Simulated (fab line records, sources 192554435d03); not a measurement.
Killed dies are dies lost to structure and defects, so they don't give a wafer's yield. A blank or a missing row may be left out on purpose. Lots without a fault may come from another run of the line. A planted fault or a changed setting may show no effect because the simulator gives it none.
fab line records | flow n5_finfet
record lots=6 wafers=18 last_day=21
route steps=1938 shown BEOL_M11@1578
lots that met no fault: from a run of the same line without faults
start_h: hours from the record's first day to the start of the lot's first wafer shown | wait_h: hours since the lot's step before | " the same as in the row above | L1.1+2: a row that stands for several wafers | - no value, or no start given | * or withheld: withheld | < > ~ a bound
route shown NAME@n: a module of which the file shows steps, and the number in the route of the first | usual: mean/standard deviation of fault-free wafers | same: alike in all rows | chamber/n: place in a boat | sites: the reading at each site | _std_site: their standard deviation | _edge_site: outer sites' mean less inner sites' | radius_mm: how far each site lies from the wafer's centre | mask NAME#n: copy n | behind: the tool/chamber that last shaped the wafer | hold: why the lot was held/for how many hours/how that ended | device: the transistor (n, p or np) that didn't switch | end of line: the same wafers' tests at the end of the route | a step without rows: its recipe alone | killed: dies lost to structure and defects at the first sort, not the wafer's yield | map: a wafer's dies, x killed, . not, _ none there
set.NAME: the setting as run; set.NAME@STEP: as run at that earlier step | model.NAME: the simulator's own value behind a step, which no gauge read
lots at some steps of the route; a table a step, a row a wafer
services: from which hour (start_h, from the record's first day; less than 0 if before it) a tool's chamber was out of use, for how many hours, and why
## steps
# step N5_BEOL_M11_TRENCH_ETCH_37
# recipe chemistry=C4F6/O2 target_depth_a=1488.3 target=SiCOH_lowk time_s=48 ion_energy_ev=250 pressure_mtorr=30 source_w=345 bias_w=185 Ar_flow_sccm=300 C4F6_flow_sccm=10 O2_flow_sccm=10
# usual C4F6_flow_sccm=9.999/0.029 drypump_motor_current_A=5.9/0.37 oes_product_au=0.80/0.061 rf_vpp_V=663/8.1 showerhead_plenum_p_Torr=2.84/0.086 throttle_valve_pct=20.92/0.2
# columns lot.wafer tool chamber start_h wait_h C4F6_flow_sccm drypump_motor_current_A oes_product_au rf_hours_counter_h rf_vpp_V showerhead_plenum_p_Torr throttle_valve_pct
L553.2 rie_diel-03 0 - - 9.975 6.0 0.84 68 671 2.78 21.13
L553.3 " 1 " " 9.983 5.2 0.68 250 675 2.91 20.79
L553.5 " 2 " " 9.989 5.9 0.81 - 656 2.88 20.95
L559.1 rie_diel-06 1 - - 10.009 6.3 0.86 55 650 2.78 21.01
L559.5 " 2 " " 9.942 5.5 0.76 - 662 2.86 20.96
L559.6 " 1 " " 10.005 6.3 0.86 - 652 2.78 21.02
L566.1 rie_diel-01 0 - - 10.016 5.4 0.83 69 658 2.78 21.01
L566.2 " 2 " " 9.978 5.7 0.76 127 672 2.85 21.19
L566.4 " 3 " " 10.011 6.0 0.84 87 653 2.87 20.82
L563.1 rie_diel-06 0 - - 10.043 6.5 0.72 199 670 2.94 20.96
L563.3 " 1 " " 9.993 6.3 0.86 60 651 2.78 21.04
L563.5 " 2 " " 9.965 5.5 0.75 - 664 2.85 20.97
L573.1 rie_diel-01 1 - - 9.981 5.6 0.86 45 669 3.01 20.92
L573.2 " 0 " " 10.004 5.4 0.82 77 659 2.78 21.01
L573.6 " 3 " " 9.991 6.1 0.82 - 651 2.87 20.83
L572.1 rie_diel-01 0 - - 9.995 5.4 0.81 87 658 2.77 21.03
L572.2 " 3 " " 9.966 6.1 0.81 106 652 2.86 20.86
L572.5 " 1 " " 9.962 5.6 0.85 - 669 3.00 20.94
# step N5_BEOL_M11_ETCH_41
# recipe chemistry=CH3F/O2 target=SiCN target_depth_a=426 taper_deg=2 time_s=86 ion_energy_ev=120 mask_material=TiN pressure_mtorr=30 source_w=395 bias_w=75 Ar_flow_sccm=150 CH3F_flow_sccm=30 O2_flow_sccm=20
# step N5_BEOL_M11_STRIP_77
# recipe chemistry=N2/H2 time_s=10 power_w=450 temp_c=40 pressure_mtorr=20 rf_frequency_hz=6e+07 bias_power_w=7 n2_flow_sccm=200 h2_flow_sccm=200
# usual drypump_motor_current_A=5.9/0.36 n2_flow_sccm=200.0/0.52 oes_product_au=0.80/0.062 rf_vpp_V=59.3/0.74 showerhead_plenum_p_Torr=2.54/0.082 throttle_valve_pct=23.62/0.24
# columns lot.wafer tool chamber start_h wait_h drypump_motor_current_A n2_flow_sccm oes_product_au rf_hours_counter_h rf_vpp_V showerhead_plenum_p_Torr throttle_valve_pct
L553.2 rie_diel-03 0 - - 6.0 199.7 0.84 68 59.9 2.47 23.73
L553.3 " 1 " " 5.2 199.8 0.68 250 60.0 2.60 23.52
L553.5 " 2 " " 5.9 199.1 0.80 - 60.0 2.57 23.74
L559.1 rie_diel-06 1 - - 6.3 200.3 0.88 55 59.4 2.48 23.72
L559.5 " 2 " " 5.5 199.7 0.76 - 60.1 2.54 23.46
L559.6 " 1 " " 6.3 199.7 0.87 - 59.3 2.48 23.70
L566.1 rie_diel-01 0 - - 5.4 200.0 0.83 70 61.0 2.47 23.66
L566.2 " 2 " " 5.7 200.4 0.77 127 59.2 2.55 23.99
L566.4 " 3 " " 6.1 199.7 0.83 87 59.0 2.57 23.58
L563.1 rie_diel-06 0 - - 6.5 199.8 0.72 199 60.1 2.62 23.78
L563.3 " 1 " " 6.3 199.7 0.87 60 59.9 2.47 23.71
L563.5 " 2 " " 5.5 200.8 0.75 - 57.8 2.54 23.48
L573.1 rie_diel-01 1 - - 5.6 200.1 0.87 45 60.1 2.69 23.89
L573.2 " 0 " " 5.4 199.6 0.82 77 58.8 2.47 23.66
L573.6 " 3 " " 6.1 200.1 0.82 - 58.6 2.57 23.59
L572.1 rie_diel-01 0 - - 5.4 200.7 0.82 87 58.5 2.46 23.69
L572.2 " 3 " " 6.1 199.5 0.80 106 59.5 2.56 23.62
L572.5 " 1 " " 5.6 200.4 0.85 - 58.5 2.69 23.90
# step N5_BEOL_M11_OCD_MEAS_38
# usual trench_depth_nm=148.4/1.7
# columns lot.wafer tool chamber start_h wait_h trench_depth_nm
L553.2 ocd-01 - 288.94 - 148.4
L553.3 " - " " 148.3
L553.5 " - " " 150.9
L559.1 ocd-01 - 375.72 - 147.8
L559.5 " - " " 147.7
L559.6 " - " " 148.2
L566.1 ocd-02 - 408.55 - 150.0
L566.2 " - " " 148.5
L566.4 " - " " 152.1
L563.1 ocd-01 - 408.74 - 147.2
L563.3 " - " " 148.7
L563.5 " - " " 148.0
L573.1 ocd-02 - 436.81 - 149.4
L573.2 " - " " 151.6
L573.6 " - " " 149.6
L572.1 ocd-02 - 469.14 - 150.0
L572.2 " - " " 152.6
L572.5 " - " " 147.6
# step N5_BEOL_M11_HM_STRIP_39
# recipe chemistry=peroxide_tin_strip material=TiN target_depth_a=250 temp_c=50 time_s=158
# step N5_BEOL_M11_SRD_40
# recipe time_s=30 temp_c=23 rinse_liquid=diw dry=ipa_marangoni
# step N5_BEOL_M11_PRECLEAN_42
# recipe chemistry=residue_remover time_s=60 temp_c=40
# step N5_BEOL_M11_SRD_43
# recipe time_s=30 temp_c=23 rinse_liquid=diw dry=ipa_marangoni
# step N5_BEOL_M11_CD_MEAS_35
# recipe target_cd_nm=70 polarity=opening
# usual cd_nm=69.9/0.48
# columns lot.wafer tool chamber start_h wait_h cd_nm
L553.2 cd_sem-01 - 289.09 0.0 70.0
L553.3 " - " " 69.8
L553.5 " - " " 70.5
L559.1 cd_sem-02 - 375.88 0.0 69.5
L559.5 " - " " 69.4
L559.6 " - " " 69.8
L566.1 cd_sem-02 - 408.71 0.0 69.9
L566.2 " - " " 70.4
L566.4 " - " " 70.4
L563.1 cd_sem-03 - 408.90 0.0 70.6
L563.3 " - " " 70.1
L563.5 " - " " 71.3
L573.1 cd_sem-01 - 436.97 0.0 70.0
L573.2 " - " " 70.1
L573.6 " - " " 69.9
L572.1 cd_sem-03 - 469.29 0.0 69.3
L572.2 " - " " 69.7
L572.5 " - " " 69.4
# step N5_BEOL_M11_CURE_72
# recipe temp_c=370 time_s=120 ambient=DMADMS/He material=SiCOH_lowk
# step N5_BEOL_M11_DEGAS_44
# recipe ambient=vacuum temp_c=250 time_s=60
# step N5_BEOL_M11_PRE_CLEAN_45
# recipe gas=H2/He time_s=30 temp_c=250
# usual heater_power_w=324/30
# columns lot.wafer tool chamber start_h wait_h heater_power_w
L553.2 pvd_sputter-02 - 291.11 0.0 360
L553.3 " - " " 290
L553.5 " - " " 306
L559.1 pvd_sputter-01 - 376.64 0.0 331
L559.5 " - " " 323
L559.6 " - " " 285
L566.1 pvd_sputter-01 - 409.36 0.0 290
L566.2 " - " " 340
L566.4 " - " " 288
L563.1 pvd_sputter-02 - 409.54 0.0 314
L563.3 " - " " 352
L563.5 " - " " 351
L573.1 pvd_sputter-03 - 438.04 0.0 360
L573.2 " - " " 285
L573.6 " - " " 315
L572.1 pvd_sputter-01 - 469.79 0.0 330
L572.2 " - " " 294
L572.5 " - " " 290
# step N5_BEOL_M11_ALD_74
# recipe material=TaN target_thk_a=20 temp_c=275 ald_precursor_family=PDMAT ald_co_reactant=NH3 pressure_torr=3 carrier_flow_sccm=1500 pulse_time_s=2 purge_time_s=3 co_reactant_purge_time_s=2 co_reactant_pulse_time_s=3 ald_cycles=40 precursor_vessel_temp_c=75 precursor_vessel_pressure_torr=26.25 precursor_vessel_carrier_sccm=1000
# usual ald_cycles=40/0 heater_power_w=401/49
# same co_reactant_pulse_time_s=3
# columns lot.wafer tool chamber start_h wait_h ald_cycles heater_power_w model.TaN_of_BEOL_M11_ALD_74.thk_nm
L553.2 ald_metal-01 3 291.20 0.1 40 339 2
L553.3 " 0 " " 40 369 2
L553.5 " 2 " " 40 376 2
L559.1 ald_metal-03 2 376.70 0.0 40 421 2
L559.5 " 0 " " 40 377 2
L559.6 " 1 " " 40 341 2
L566.1 ald_metal-03 1 409.44 0.1 70 334 3.4
L566.2 " 2 " " 70 432 3.6
L566.4 " 3 " " 70 438 3.6
L563.1 ald_metal-03 1 409.70 0.1 70 333 3.4
L563.3 " 2 " " 70 430 3.4
L563.5 " 3 " " 70 426 3.4
L573.1 ald_metal-01 3 438.10 0.0 40 336 2
L573.2 " 1 " " 40 382 2
L573.6 " 0 " " 40 330 2
L572.1 ald_metal-02 0 469.86 0.1 40 346 2
L572.2 " 2 " " 40 477 2
L572.5 " 2 " " 40 467 2
# step N5_BEOL_M11_SURFACE_TREAT_76
# recipe gas=Ar time_s=* ion_energy_ev=* ion_current_ma_cm2=0.5 pressure_mtorr=* ar_flow_sccm=30
# usual ar_flow_sccm=30.00/0.096 throttle_valve_pct=*
# columns lot.wafer tool chamber start_h wait_h ar_flow_sccm throttle_valve_pct
L553.2 pvd_sputter-02 - 291.51 0.2 29.84 *
L553.3 " - " " 29.93 *
L553.5 " - " " 29.88 *
L559.1 pvd_sputter-01 - 377.03 0.2 29.97 *
L559.5 " - " " 30.01 *
L559.6 " - " " 29.87 *
L566.1 pvd_sputter-01 - 409.82 0.2 29.99 *
L566.2 " - " " 30.17 *
L566.4 " - " " 30.06 *
L563.1 pvd_sputter-01 - 410.02 0.2 30.12 *
L563.3 " - " " 30.07 *
L563.5 " - " " 29.99 *
L573.1 pvd_sputter-02 - 438.41 0.2 30.03 *
L573.2 " - " " 30.17 *
L573.6 " - " " 29.95 *
L572.1 pvd_sputter-01 - 470.15 0.2 29.77 *
L572.2 " - " " 29.98 *
L572.5 " - " " 30.14 *
# step N5_BEOL_M11_CVD_75
# recipe material=Co target_thk_a=20 temp_c=withheld precursor=CCTBA/H2 pressure_torr=30 time_s=138.9
# step N5_BEOL_M11_SPUTTER_48
# recipe material=Cu target_thk_a=120 temp_c=-20 bias_v=60 power_w=26000 chamber_pressure_pa=0.13 time_s=2
# step N5_BEOL_M11_ECD_50
# recipe material=Cu target_thk_a=3180
# step N5_BEOL_M11_ANNEAL_51
# recipe temp_c=225 time_s=90 ambient=N2
# usual wafer_temp_C_max=226.07/0.26
# columns lot.wafer tool chamber start_h wait_h wafer_temp_C_max
L553.2 rtp_anneal-01 0 292.01 0.1 226.24
L553.3 " 0 " " 226.28
L553.5 " 0 " " 226.29
L559.1 rtp_anneal-02 0 377.55 0.1 226.16
L559.5 " 0 " " 226.08
L559.6 " 0 " " 225.96
L566.1 rtp_anneal-02 0 411.20 1.0 225.83
L566.2 " 0 " " 226.17
L566.4 " 0 " " 226.15
L563.1 rtp_anneal-01 0 411.25 0.8 226.35
L563.3 " 0 " " 226.06
L563.5 " 0 " " 226.18
L573.1 rtp_anneal-02 0 438.86 0.1 226.13
L573.2 " 0 " " 226.20
L573.6 " 0 " " 225.92
L572.1 rtp_anneal-02 0 470.87 0.3 226.00
L572.2 " 0 " " 226.04
L572.5 " 0 " " 225.82
# step N5_BEOL_M11_CMP_52
# recipe stop_on=SiCOH_lowk t_overpolish_s=7 down_force_psi=1 platen_rpm=50 clearing_platen_down_force_psi=1.5 clearing_platen_rpm=50 post_cmp_clean=cu_alkaline target_thk_nm=140 clearing_platen_pad_velocity_m_s=0.99484 pad_velocity_m_s=0.99484
# usual barrier_field_endpoint_s=28.9/0.61 motor_current_A=6.0/0.64 slurry_flow_ml_min=149.9/0.43
# columns lot.wafer tool chamber start_h wait_h barrier_field_endpoint_s motor_current_A slurry_flow_ml_min
L553.3 cmp-03 3 292.30 0.2 28.4 6.6 149.4
L553.2 " 0 " " 28.1 5.7 150.3
L553.5 " 2 " " 29.5 5.7 150.1
L559.1 cmp-02 1 377.96 0.4 28.7 6.2 149.6
L559.5 " 2 " " 28.8 6.7 149.6
L559.6 " 3 " " 29.1 5.1 149.8
L566.2 cmp-03 1 411.51 0.2 31.0 6.1 150.2
L566.1 " 2 " " 31.5 5.7 150.3
L566.4 " 0 " " 32.1 6.0 149.7
L563.3 cmp-03 1 411.82 0.4 31.1 6.3 149.8
L563.1 " 2 " " 30.3 5.2 150.5
L563.5 " 0 " " 31.0 5.7 150.0
L573.2 cmp-03 0 439.24 0.3 29.1 6.1 150.5
L573.1 " 1 " " 29.3 6.1 150.3
L573.6 " 2 " " 29.2 5.6 149.5
L572.2 cmp-03 1 471.17 0.2 28.9 6.2 149.8
L572.1 " 3 " " 28.7 6.5 150.3
L572.5 " 1 " " 28.7 6.2 149.9
# step N5_BEOL_M11_THK_MEAS_53
# recipe thk_meas_gauge=xrf reads=Cu_of_BEOL_M11_ECD_50
# usual M11_THK=137.8/2
# columns lot.wafer tool chamber start_h wait_h M11_THK[nm]
L553.2 film_metro-02 - 292.56 - 137.8
L553.3 " - " " 136.6
L553.5 " - " " 139.1
L559.1 film_metro-01 - 378.14 - 137.5
L559.5 " - " " 137.5
L559.6 " - " " 137.5
L566.1 film_metro-01 - 411.81 - 138.6
L566.2 " - " " 136.3
L566.4 " - " " 140.5
L563.1 film_metro-02 - 412.04 - 134.4
L563.3 " - " " 137.3
L563.5 " - " " 136.6
L573.1 film_metro-02 - 439.46 - 139.8
L573.2 " - " " 141.6
L573.6 " - " " 142.3
L572.1 film_metro-01 - 471.46 - 137.6
L572.2 " - " " 140.4
L572.5 " - " " 135.3
## services
# columns tool chamber start_h hours kind
rie_diel-06 3 270.58 2.7 repair
cmp-03 - 270.86 1.0 repair
pvd_sputter-03 - 273.75 1.9 repair
ald_metal-02 2 279.71 4.9 repair
cmp-02 - 291.63 4.0 pm
cmp-02 - 295.98 4.2 pm
cmp-03 - 303.08 2.8 repair
cmp-02 - 303.40 0.6 repair
cmp-03 - 313.46 4.0 pm
ald_metal-03 3 317.39 12.6 repair
rie_diel-01 0 323.77 1.3 repair
cmp-03 - 336.82 3.6 repair
ald_metal-01 - 337.25 14.0 pm
cmp-03 - 357.64 2.2 pm
ald_metal-03 0 357.69 4.9 repair
ald_metal-03 3 368.52 5.5 repair
pvd_sputter-03 - 368.86 6.0 repair
cmp-02 - 393.48 1.2 repair
ald_metal-01 2 395.36 5.5 repair
cmp-03 - 416.98 0.5 repair
rie_diel-01 - 424.75 0.6 repair
ald_metal-03 2 434.81 25.9 repair
pvd_sputter-01 - 437.04 27.5 repair
ald_metal-03 1 461.20 12.3 repair
## key
first_sign step=N5_BEOL_M11_ALD_74 reading=ald_cycles direction=up sigmas=99+ usual=* struck=*
effect step=N5_BEOL_M11_CMP_52 reading=barrier_field_endpoint_s direction=up sigmas=3.7 usual=28.9 struck=31.2
model_effect step=N5_BEOL_M11_ALD_74 value=TaN_of_BEOL_M11_ALD_74.thk_nm without=2 struck=3.467
met_at N5_BEOL_M11_ALD_74
struck_wafers L563.1,L563.3,L563.5,L566.1,L566.2,L566.4
onset_between 376.70 409.44
fault kind=process_parameter_drift tool=ald_metal-03 chamber=- onset_h=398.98 steps=N5_BEOL_M11_ALD_74 channel=ald_cycles offset=* shape=step end_h=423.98 acts_in=* stated=*
